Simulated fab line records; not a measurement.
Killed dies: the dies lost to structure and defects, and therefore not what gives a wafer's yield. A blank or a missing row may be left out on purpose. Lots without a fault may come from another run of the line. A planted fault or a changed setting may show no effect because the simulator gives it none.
Which tool is to blame?	flow nand_harc	21 wafers from 7 lots sampled at 3 of the route's 1159 steps

== WHAT THE GAUGES READ, wafer by wafer ==
NHARC_END_SORT_01.
lot	measured	on	killed_dies
L787	day 20 06:50	prober-01	50 53 55
L800	day 23 13:37	prober-02	666 673 32

== TOOL THAT RAN EACH LOT (tool first, then ch and the chambers of the sampled wafers, then the start) ==
lot	NHARC_A_STAIRCASE_DEP_322	NHARC_THIN_TSV_DEGAS_49
L783	pecvd-04 ch 0,1,2, day 12 20:56	pvd_sputter-03, day 19 04:04
L787	pecvd-01 ch 0,1, day 14 00:57	pvd_sputter-01, day 19 14:55
L791	pecvd-03 ch 0,1, day 15 00:10	pvd_sputter-01, day 20 18:11
L792	pecvd-01 ch 0,1,2, day 15 00:10	pvd_sputter-01, day 20 16:07
L800	pecvd-01 ch 1,2, day 16 23:37	pvd_sputter-01, day 23 02:00
L804	pecvd-03 ch 0,1, day 18 01:19	pvd_sputter-03, day 24 05:48
L806	pecvd-04 ch 0,1,2, day 18 11:27	pvd_sputter-01, day 24 10:57
- NHARC_A_STAIRCASE_DEP_322: deposits SiO2, target thk 3800 nm.
- NHARC_THIN_TSV_DEGAS_49: time 120 s.

== THE ANSWER, worked out from the rows above alone ==
Rule: the usual values come from the lots themselves. Put in order of their means at a reading, lots are off if they are a third of the lots or fewer, leave a main group of 4 or more, and stand apart from it by a gap of 3 or more times the standard deviation of the main group's means; of several such gaps the widest counts. A main group whose means are all the same, to the digits that the tables above print for the reading, isn't used. Also off: a lot with no number at a reading for which 4 or more lots have one. Any other lot the step has rows for is counted as sound.
Across all readings shown, no lot is off: no conclusion can be drawn from this.

== WHAT THE SIMULATOR HAD INSERTED ==
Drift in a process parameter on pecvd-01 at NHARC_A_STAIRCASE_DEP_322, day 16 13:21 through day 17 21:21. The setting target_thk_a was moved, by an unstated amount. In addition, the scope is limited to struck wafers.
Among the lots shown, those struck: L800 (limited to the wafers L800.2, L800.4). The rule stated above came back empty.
